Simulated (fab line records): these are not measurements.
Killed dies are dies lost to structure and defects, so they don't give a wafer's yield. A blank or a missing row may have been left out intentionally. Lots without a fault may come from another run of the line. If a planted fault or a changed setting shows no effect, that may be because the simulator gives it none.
fab line records	flow n5Finfet
record lots=6	wafers=17	lastDay=20
route steps=1938 shown BEOL_M12@1653 BEOL_M13@1659 PASSIVATION@1936
lots untouched by any fault: they come from a run of this same line in which no faults occurred
startH: hours from the record's opening day to when the first of the lot's shown wafers began	waitH: time in hours since the lot's previous step	" unchanged from the row above	L1.1+2: several wafers, shown together as one row	- no value, or no start was given	* or withheld: withheld	< > ~ a bound
route shown NAME@n: a module of which the file shows steps, and the number in the route of the first	usual: mean and standard deviation over wafers with no fault	same: alike in all rows	chamber/n: place in a boat	sites: each site's reading	_std_site: how widely they spread, as a standard deviation	_edge_site: the outer-site mean with the inner-site mean subtracted	radiusMm: for every site, how far away it sits from the centre of the wafer	mask NAME#n: copy n	behind: the most recent tool/chamber to have shaped the wafer	hold: the reason the lot was held/the length of the hold in hours/how it ended	device: the n, p or np transistor that did not switch	end of line: the same wafers' tests at the end of the route	step lacking rows: just its recipe	killed: count of dies lost to structure and defects at first sort (not the wafer's yield)	map: shows each die of a wafer: x if killed, . if not, _ if none is there
set.NAME: the run value of the setting; set.NAME@STEP: its run value at that earlier step	model.NAME: the simulator's own value behind a step, which no gauge read
certain route steps with their lots: each step a table, each wafer a row
services: from which hour (startH, from the record's first day; less than 0 if before it) a tool's chamber was out of use, for how many hours, and why
## steps
# step N5_BEOL_M12_CMP_49
# recipe stopOn=SiOC	tOverpolishS=20.6	downForcePsi=1	platenRpm=50	clearingPlatenDownForcePsi=1.5	clearingPlatenRpm=50	postCmpClean=cuAlkaline	targetThkNm=320	clearingPlatenPadVelocityMS=0.99484	padVelocityMS=0.99484
# usual barrierFieldEndpointS=29.9/0.54	edgeZonePressureFrac=1.000/0.0053	motorCurrentA=6.1/0.4	overpolishRunS=20.600/0.0091
lot.wafer	tool	chamber	startH	waitH	barrierFieldEndpointS	edgeZonePressureFrac	motorCurrentA	overpolishRunS
L420.3	cmp-04	2	271.36	0.2	30.3	0.998	6.7	20.613
L420.4	"	0	"	"	30.0	0.990	5.9	20.589
L420.2	"	1	"	"	30.3	1.003	5.6	20.593
L424.1	cmp-04	2	299.25	0.3	30.6	1.002	6.4	20.605
L424.2	"	3	"	"	29.9	1.005	6.9	20.611
L424.4	"	1	"	"	29.7	1.007	6.1	20.596
L427.1	cmp-02	1	304.78	0.5	30.3	0.993	5.7	20.603
L427.3	"	3	"	"	29.7	1.006	5.5	20.599
L427.6	"	1	"	"	29.1	1.001	6.0	20.613
L434.4	cmp-01	3	388.85	0.2	29.0	0.993	5.5	20.609
L434.3	"	0	"	"	30.0	0.996	5.7	20.604
L434.5	"	2	"	"	29.9	0.996	6.0	20.594
L435.3	cmp-01	3	413.97	0.2	29.7	1.000	5.8	20.600
L435.1	"	1	"	"	30.5	1.005	5.8	20.593
L441.3	cmp-04	1	441.09	0.2	28.7	1.007	6.0	20.596
L441.2	"	3	"	"	30.1	0.987	6.5	20.591
L441.5	"	0	"	"	29.1	1.015	6.0	20.598
# step N5_BEOL_M12_THK_MEAS_50
# recipe thkMeasGauge=xrf	reads=Cu_of_BEOL_M12_ECD_47
# usual M12_THK=321/4.8
lot.wafer	tool	chamber	startH	waitH	M12_THK[nm]
L420.2	filmMetro-02	-	271.65	-	316
L420.3	"	-	"	"	318
L420.4	"	-	"	"	318
L424.1	filmMetro-02	-	299.54	-	324
L424.2	"	-	"	"	320
L424.4	"	-	"	"	324
L427.1	filmMetro-01	-	305.04	-	318
L427.3	"	-	"	"	326
L427.6	"	-	"	"	324
L434.3	filmMetro-01	-	389.11	-	317
L434.4	"	-	"	"	318
L434.5	"	-	"	"	320
L435.1	filmMetro-01	-	414.23	-	314
L435.3	"	-	"	"	312
L441.2	filmMetro-01	-	441.35	-	313
L441.3	"	-	"	"	315
L441.5	"	-	"	"	316
# step N5_BEOL_M12_PRE_CLEAN_52
# recipe gas=NH3	timeS=15	tempC=withheld	rfPowerW=300
# step N5_BEOL_M12_DEP_53
# recipe material=SiCN	targetThkA=300	tempC=withheld	precursor=3MS/NH3	pressureTorr=3	rfW=675	timeS=10.5
# usual chamberPressureTorr=3.000/0.0066	rfFwdPowerW=664/5.3	showerheadPlenumPTorr=4.170/0.016	throttleValvePct=18.2/1.2
lot.wafer	tool	chamber	startH	waitH	chamberPressureTorr	rfFwdPowerW	showerheadPlenumPTorr	throttleValvePct
L420.2	pecvd-04	2	271.72	0.0	2.996	658	4.178	17.7
L420.3	"	1	"	"	3.001	669	4.209	17.0
L420.4	"	1	"	"	2.997	670	4.203	17.0
L424.1	pecvd-02	1	299.61	0.0	2.990	670	4.169	19.3
L424.2	"	2	"	"	3.008	659	4.175	16.6
L424.4	"	2	"	"	3.008	660	4.179	17.0
L427.1	pecvd-03	2	305.10	0.0	3.011	668	4.155	16.7
L427.3	"	0	"	"	2.995	660	4.158	19.8
L427.6	"	0	"	"	2.986	659	4.167	20.0
L434.3	pecvd-04	1	389.17	0.0	3.011	670	4.209	16.7
L434.4	"	0	"	"	2.990	670	4.170	19.2
L434.5	"	2	"	"	3.010	661	4.170	17.8
L435.1	pecvd-04	2	414.29	0.0	2.992	661	4.178	17.5
L435.3	"	0	"	"	2.996	665	4.172	19.2
L441.2	pecvd-04	2	441.41	0.0	2.996	659	4.165	17.9
L441.3	"	1	"	"	3.000	671	4.211	16.9
L441.5	"	0	"	"	2.997	670	4.151	19.3
# step N5_BEOL_M12_RS_MEAS_54
# recipe thkMeasGauge=four-point-probe	reads=Cu_of_BEOL_M12_ECD_47+Ta_of_BEOL_M12_SPUTTER_44+TaN_of_BEOL_M12_SPUTTER_43
# usual M12_RS=0.0603/0.00085
lot.wafer	tool	chamber	startH	waitH	M12_RS[ohm/sq]
L420.2	filmMetro-02	-	271.78	0.0	0.0607
L420.3	"	-	"	"	0.0599
L420.4	"	-	"	"	0.0602
L424.1	filmMetro-02	-	299.67	0.0	0.0600
L424.2	"	-	"	"	0.0612
L424.4	"	-	"	"	0.0601
L427.1	filmMetro-01	-	305.16	0.0	0.0610
L427.3	"	-	"	"	0.0598
L427.6	"	-	"	"	0.0598
L434.3	filmMetro-02	-	389.23	0.0	0.0609
L434.4	"	-	"	"	0.0606
L434.5	"	-	"	"	0.0605
L435.1	filmMetro-02	-	414.35	0.0	0.0607
L435.3	"	-	"	"	0.0613
L441.2	filmMetro-01	-	441.47	0.0	0.0610
L441.3	"	-	"	"	0.0608
L441.5	"	-	"	"	0.0606
# step N5_BEOL_M12_INSPECT_55
# recipe inspectInstrument=darkfield	mode=postDep
# usual rawDefectCount=66/25
lot.wafer	tool	chamber	startH	waitH	rawDefectCount
L420.2	defectInspect-01	-	271.80	0.0	66
L420.3	"	-	"	"	40
L420.4	"	-	"	"	42
L424.1	defectInspect-01	-	299.69	0.0	51
L424.2	"	-	"	"	81
L424.4	"	-	"	"	54
L427.1	defectInspect-02	-	305.19	0.0	71
L427.3	"	-	"	"	77
L427.6	"	-	"	"	39
L434.3	defectInspect-01	-	389.26	0.0	55
L434.4	"	-	"	"	52
L434.5	"	-	"	"	43
L435.1	defectInspect-01	-	414.38	0.0	39
L435.3	"	-	"	"	62
L441.2	defectInspect-01	-	441.50	0.0	76
L441.3	"	-	"	"	41
L441.5	"	-	"	"	48
# step N5_BEOL_M13_ILD_DEP_00
# recipe material=SiOC	targetThkA=8379.2	tempC=350	precursor=DEMS/O2	pressureTorr=5	rfW=500	timeS=166.4
# usual chamberPressureTorr=4.999/0.011	heaterPowerW=457/61	rfFwdPowerW=497.8/1.7	showerheadPlenumPTorr=5.700/0.012	throttleValvePct=11.9/0.79
lot.wafer	tool	chamber	startH	waitH	chamberPressureTorr	heaterPowerW	rfFwdPowerW	showerheadPlenumPTorr	throttleValvePct
L420.2	pecvd-04	2	271.84	0.0	5.013	472	494.7	5.700	11.3
L420.3	"	0	"	"	4.999	488	500.1	5.695	12.6
L420.4	"	1	"	"	4.993	530	502.0	5.715	11.2
L424.1	pecvd-02	0	299.73	0.0	5.017	373	497.5	5.690	12.9
L424.2	"	2	"	"	4.999	523	497.4	5.691	11.0
L424.4	"	0	"	"	5.009	387	498.6	5.694	13.0
L427.1	pecvd-04	2	305.23	0.0	4.988	437	494.2	5.710	11.4
L427.3	"	0	"	"	4.989	467	501.3	5.695	12.4
L427.6	"	2	"	"	4.987	471	495.3	5.708	11.2
L434.3	pecvd-02	2	389.35	0.1	5.013	567	497.6	5.696	11.1
L434.4	"	0	"	"	4.985	421	499.7	5.689	13.1
L434.5	"	2	"	"	5.001	457	496.2	5.698	11.1
L435.1	pecvd-02	0	414.41	0.0	5.010	428	498.8	5.719	13.1
L435.3	"	1	"	"	4.995	489	500.4	5.688	11.5
L441.2	pecvd-02	2	441.53	0.0	5.004	560	498.4	5.719	11.2
L441.3	"	2	"	"	4.996	454	496.3	5.701	11.1
L441.5	"	1	"	"	5.005	407	498.8	5.706	11.5
# step N5_BEOL_M13_THK_MEAS_01
# recipe reads=SiOC_of_BEOL_M13_ILD_DEP_00
# usual M13_ILD_THK=836/10
lot.wafer	tool	chamber	startH	waitH	M13_ILD_THK[nm]
L420.2	filmMetro-02	-	271.99	0.1	828
L420.3	"	-	"	"	827
L420.4	"	-	"	"	829
L424.1	filmMetro-02	-	299.88	0.1	822
L424.2	"	-	"	"	818
L424.4	"	-	"	"	849
L427.1	filmMetro-02	-	305.38	0.1	844
L427.3	"	-	"	"	833
L427.6	"	-	"	"	847
L434.3	filmMetro-01	-	389.51	0.1	834
L434.4	"	-	"	"	850
L434.5	"	-	"	"	835
L435.1	filmMetro-02	-	414.57	0.1	834
L435.3	"	-	"	"	821
L441.2	filmMetro-02	-	441.75	0.2	830
L441.3	"	-	"	"	838
L441.5	"	-	"	"	838
# step N5_BEOL_M13_COAT_58
# recipe resist=BARC	tempC=205	timeS=60	spinRpm=1500	resistThkNm=89
# step N5_BEOL_M13_COAT_04
# recipe spinRpm=1625	resistThkNm=400
# step N5_BEOL_M13_EBR_06
# recipe solvent=PGMEA	ebrWidthMm=1.5
# step N5_BEOL_M13_SOFTBAKE_05
# recipe tempC=130	timeS=60
# step N5_BEOL_M13_EXPOSE_07
# recipe maskId=V12	na=0.93	sourceShape=conventional	sigmaOuter=0.6	polarization=unpolarized	attpsmPhaseDeg=180	doseMj=24.8
# usual stageVelMmS=500.07/0.23
lot.wafer	tool	chamber	startH	waitH	mask	stageVelMmS	model.BEOL_M13.overlayXNm
L420.2	krfScanner-01	0	272.26	-	V12#0	500.13	-6.6
L420.3	"	0	"	"	V12#0	500.12	-6.6
L420.4	"	0	"	"	V12#0	500.06	-6.6
L424.1	krfScanner-02	0	300.14	-	V12#0	500.22	1
L424.2	"	0	"	"	V12#0	499.41	1
L424.4	"	0	"	"	V12#0	500.08	1
L427.1	krfScanner-02	0	305.51	-	V12#0	500.34	3.8
L427.3	"	0	"	"	V12#0	500.20	3.8
L427.6	"	0	"	"	V12#0	499.99	3.8
L434.3	krfScanner-02	0	389.65	-	V12#0	500.01	14.4
L434.4	"	0	"	"	V12#0	500.04	14.4
L434.5	"	0	"	"	V12#0	499.85	14.4
L435.1	krfScanner-02	0	414.70	-	V12#0	499.74	19
L435.3	"	0	"	"	V12#0	500.02	19
L441.2	krfScanner-01	0	441.88	-	V12#0	499.87	-1.6
L441.3	"	0	"	"	V12#0	499.99	-1.6
L441.5	"	0	"	"	V12#0	500.12	-1.6
# step N5_BEOL_M13_PEB_08
# recipe pebTempC=130	pebTimeS=90
# step N5_BEOL_M13_DEVELOP_09
# recipe developTimeS=45	rinseLiquid=diw	dry=airSpin	devTempC=21
# step N5_BEOL_M13_HARDBAKE_14
# recipe tempC=130	timeS=120
# step N5_BEOL_M13_CD_MEAS_10
# recipe targetCdNm=190	landingEnergyEv=500	detector=seInlens	polarity=opening
# usual cdNm=190.2/1.3
lot.wafer	tool	chamber	startH	waitH	cdNm
L420.2	cdSem-01	0	272.43	-	187.7
L420.3	"	0	"	"	187.0
L420.4	"	0	"	"	188.2
L424.1	cdSem-01	0	300.31	-	189.0
L424.2	"	0	"	"	189.7
L424.4	"	0	"	"	189.5
L427.1	cdSem-02	0	305.68	-	191.8
L427.3	"	0	"	"	191.9
L427.6	"	0	"	"	191.6
L434.3	cdSem-02	0	389.81	-	191.4
L434.4	"	0	"	"	190.5
L434.5	"	0	"	"	191.3
L435.1	cdSem-01	0	414.87	-	190.5
L435.3	"	0	"	"	189.6
L441.2	cdSem-01	0	442.05	-	189.8
L441.3	"	0	"	"	187.9
L441.5	"	0	"	"	189.6
# step N5_BEOL_M13_OVL_MEAS_11
# recipe pointsPerWafer=44
# usual V12_OVL=-4/5.3
lot.wafer	tool	chamber	startH	waitH	V12_OVL[nm]
L420.2	overlay-01	0	272.46	0.0	-8
L420.3	"	0	"	"	-7
L420.4	"	0	"	"	-5
L424.1	overlay-02	0	300.34	0.0	-6
L424.2	"	0	"	"	2
L424.4	"	0	"	"	3
L427.1	overlay-02	0	305.71	0.0	4
L427.3	"	0	"	"	2
L427.6	"	0	"	"	5
L434.3	overlay-01	0	389.85	0.0	14
L434.4	"	0	"	"	6
L434.5	"	0	"	"	12
L435.1	overlay-02	0	414.90	0.0	8
L435.3	"	0	"	"	15
L441.2	overlay-02	0	442.08	0.0	-6
L441.3	"	0	"	"	-10
L441.5	"	0	"	"	6
# step N5_BEOL_M13_INSPECT_12
# recipe mode=adi	inspectInstrument=macro
# usual rawDefectCount=2.0/1.4
lot.wafer	tool	chamber	startH	waitH	rawDefectCount
L420.2	defectInspect-02	-	272.48	0.0	2
L420.3	"	-	"	"	1
L420.4	"	-	"	"	1
L424.1	defectInspect-01	-	300.36	0.0	3
L424.2	"	-	"	"	1
L424.4	"	-	"	"	1
L427.1	defectInspect-02	-	305.73	0.0	2
L427.3	"	-	"	"	3
L427.6	"	-	"	"	5
L434.3	defectInspect-02	-	389.88	0.0	2
L434.4	"	-	"	"	2
L434.5	"	-	"	"	1
L435.1	defectInspect-02	-	414.92	0.0	5
L435.3	"	-	"	"	0
L441.2	defectInspect-02	-	442.10	0.0	2
L441.3	"	-	"	"	1
L441.5	"	-	"	"	2
# step N5_PASSIVATION_PROBE_49
# usual defectLimitedYield=90.9/1.3	killed_at_M0_to_M3=36/11	killed_at_M4_up=13/5.1	killedAtContacts=14/4.9	killedAtFrontEnd=41/10	killedAtOther=3.4/2.6	killedDies=107/16	killedOpen=70/11	killedShort=36/7.8	sort_bin_5_function=5.4/0.84	sort_bin_6_memory=3.4/0.67	sortNPass=1073/16	sortYieldPct=90.9/1.3
# same grossDies=1180	killedAtBackSide=0	sort_bin_4_leakage[%]=0	sort_bin_8_speed[%]=0
lot.wafer	tool	chamber	startH	waitH	defectLimitedYield[%]	killed_at_M0_to_M3	killed_at_M4_up	killedAtContacts	killedAtFrontEnd	killedAtOther	killedDies	killedOpen	killedShort	sort_bin_5_function[%]	sort_bin_6_memory[%]	sortNPass	sortYieldPct[%]
L420.2	prober-01	-	312.83	0.1	90.2	43	10	22	38	3	116	77	36	6.1	3.3	1064	90.2
L420.3	prober-01	-	312.88	0.1	90.3	56	7	12	35	4	114	66	46	5.4	4.0	1066	90.3
L420.4	prober-01	-	312.93	0.2	91.2	39	10	20	32	3	104	73	28	4.9	3.5	1076	91.2
# killed by level:class
L420.2 MOL_CONTACT_COAG:geometricParticle:open=20 STI_FIN_REVEAL:geometricParticle:open=16 BEOL_M3:geometricParticle:open=10 BEOL_M0_SAQP:geometricParticle:short=9 FIN_SAQP:geometricParticle:open=6 BEOL_M1:geometricParticle:open=6 STARTING-WAFER:geometricParticle:short=5 BEOL_M2:geometricParticle:open=4
L420.3 BEOL_M3:geometricParticle:short=13 BEOL_M3:geometricParticle:open=13 STI_FIN_REVEAL:geometricParticle:open=10 MOL_CONTACT_COAG:geometricParticle:open=10 BEOL_M0_SAQP:geometricParticle:short=9 BEOL_M2:geometricParticle:open=7 FIN_SAQP:geometricParticle:short=6 BEOL_M0_SAQP:geometricParticle:open=5
L420.4 MOL_CONTACT_COAG:geometricParticle:open=18 BEOL_M3:geometricParticle:open=18 STI_FIN_REVEAL:geometricParticle:open=12 BEOL_M3:geometricParticle:short=7 DUMMY_GATE:geometricParticle:open=5 FIN_SAQP:geometricParticle:short=4 BEOL_M2:geometricParticle:open=4 BEOL_M0_SAQP:geometricParticle:short=3
## services
tool	chamber	startH	hours	kind
krfScanner-01	-	251.67	0.8	pm
pecvd-02	2	255.76	6.7	repair
cmp-04	-	264.61	6.3	pm
cmp-04	-	273.00	2.2	repair
cmp-01	-	275.16	0.4	repair
krfScanner-02	-	278.33	1.0	pm
pecvd-04	-	289.99	14.6	pm
krfScanner-02	-	290.76	1.3	pm
cmp-04	-	300.11	4.0	pm
cmp-01	-	304.45	6.7	pm
pecvd-04	-	309.82	0.5	repair
krfScanner-01	-	310.03	1.0	pm
cmp-01	-	312.79	1.2	repair
cmp-01	-	345.68	4.3	repair
pecvd-04	2	358.74	6.5	repair
krfScanner-01	-	367.23	1.3	pm
pecvd-02	0	381.77	2.6	repair
krfScanner-02	-	393.68	4.0	pm
cmp-04	-	408.34	1.2	repair
krfScanner-01	-	420.47	0.8	pm
krfScanner-01	-	425.81	4.0	pm
cmp-04	-	433.52	0.9	repair
pecvd-02	0	434.67	10.6	repair
krfScanner-02	-	436.09	0.1	repair
## key
firstSign step=N5_BEOL_M13_OVL_MEAS_11	reading=V12_OVL	direction=up	sigmas=2.9	usual=-4	struck=11
effect none on later readings
modelEffect step=N5_BEOL_M13_EXPOSE_07	value=BEOL_M13.overlayXNm	without=-5.16	struck=16.24
metAt N5_BEOL_M13_EXPOSE_07
struckWafers L434.3,L434.4,L434.5,L435.1,L435.3
onsetBetween 305.51 389.65
alsoFits N5_BEOL_M12_CMP_49:cmp-01
fault kind=scannerMatchingOverlay	tool=krfScanner-02	chamber=-	onsetH=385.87	steps=N5_BEOL_M13_EXPOSE_07	offset=21.414
